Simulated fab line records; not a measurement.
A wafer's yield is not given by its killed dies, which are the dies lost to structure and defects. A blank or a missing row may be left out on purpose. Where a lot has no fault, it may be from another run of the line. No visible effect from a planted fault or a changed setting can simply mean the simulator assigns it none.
Matching of chambers	flow n5 finfet	N5_GATE_CUT_ALD_22 on ald sin-02: 4 sister chambers
The step deposits SiNx, target thk 16 nm, pulse time 1 s, ald cycles 320. 8 wafers are shown with their chamber, then 7 later ones without.

== WAFERS, EACH WITH ITS CHAMBER ==
wafer	chamber	heater power w (W)	precursor pulse height rel
L074.5	2	806	0.979
L082.2	3	764	0.981
L082.3	0	819	0.991
L083.1	3	778	1.006
L083.3	1	892	1.004
L083.6	2	763	1.000
L084.1	0	844	1.010
L084.2	1	909	1.004

== WAFERS WHOSE CHAMBER IS MISSING ==
wafer	heater power w (W)	precursor pulse height rel
L084.5	767	1.003
L087.1	843	1.033
L087.2	764	0.999
L087.3	901	1.005
L096.2	756	1.002
L096.3	764	0.971
L096.5	807	1.021

== THE CHAMBER EACH PASSED THROUGH ==
wafer	from the rows above	in truth
L084.5	can't be placed: 3 or 2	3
L087.1	can't be placed: 0 or 1 or 2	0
L087.2	can't be placed: 3 or 2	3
L087.3	1	1
L096.2	can't be placed: 3 or 2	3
L096.3	can't be placed: 3 or 2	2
L096.5	can't be placed: 0 or 2 or 3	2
1 of 7 placed correctly. From these rows, 6 cannot be placed; in 6 the true chamber is one of the candidates. Wrongly placed: 0.
How it was worked out, from the rows above alone: a wafer's distance from a chamber is the root of the sum, over the readings, of the square of ((its reading less the chamber's mean) divided by the reading's scatter). If the next closest chamber is less than 2 further off than the closest, the wafer can't be placed; otherwise it belongs to the closest. Each chamber's mean is taken over the wafers shown for it. The scatter: the root of (the sum of the squares of (reading less its chamber's mean) over the shown wafers, divided by (wafers less chambers)).
